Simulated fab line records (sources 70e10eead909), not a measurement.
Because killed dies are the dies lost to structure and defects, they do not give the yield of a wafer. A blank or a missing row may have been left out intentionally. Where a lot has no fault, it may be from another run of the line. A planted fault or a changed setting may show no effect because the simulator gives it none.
Chamber matching + flow nand-harc + NHARC_A_CONTACT_ETCH_51 on rie-diel-03: 4 sister chambers
The step etches the open film in O2/COS, target depth 7000 nm, time 1820 s. 4 wafers are shown with their chamber, then 7 later ones without.

EACH WAFER AND ITS CHAMBER
| wafer  | chamber | drypump-motor-current-A (A) |
|--------|---------|-----------------------------|
| L694.4 | 2       | 6.4                         |
| L696.2 | 3       | 5.3                         |
| L699.2 | 0       | 5.4                         |
| L699.3 | 1       | 5.6                         |

WAFERS WITH NO CHAMBER GIVEN
| wafer  | drypump-motor-current-A (A) |
|--------|-----------------------------|
| L699.4 | 6.3                         |
| L708.1 | 6.4                         |
| L708.4 | 5.3                         |
| L708.6 | 6.4                         |
| L712.4 | 5.4                         |
| L712.5 | 5.3                         |
| L712.6 | 5.7                         |

THE CHAMBER EACH PASSED THROUGH
| wafer  | from the rows above     | in truth |
|--------|-------------------------|----------|
| L699.4 | 2                       | 2        |
| L708.1 | 2                       | 2        |
| L708.4 | can't be placed: 3 or 0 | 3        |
| L708.6 | 2                       | 2        |
| L712.4 | can't be placed: 0 or 3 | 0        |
| L712.5 | can't be placed: 3 or 0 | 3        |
| L712.6 | 1                       | 1        |
4 of 7 placed correctly. From these rows, 3 cannot be placed; in 3 the true chamber is one of the candidates. Placed wrongly: 0.
How it was worked out, from the rows above alone: a wafer's distance from a chamber is the root of the sum, over the readings, of the square of ((its reading less the chamber's mean) divided by the reading's scatter). The wafer belongs to the nearest chamber; if the next one is less than 2 further off, it can't be placed. For every chamber, the mean is computed from those of its wafers that are shown. The scatter: with one shown wafer a chamber, the root of the mean of the squares of how far each hidden wafer lies from its nearest shown one.
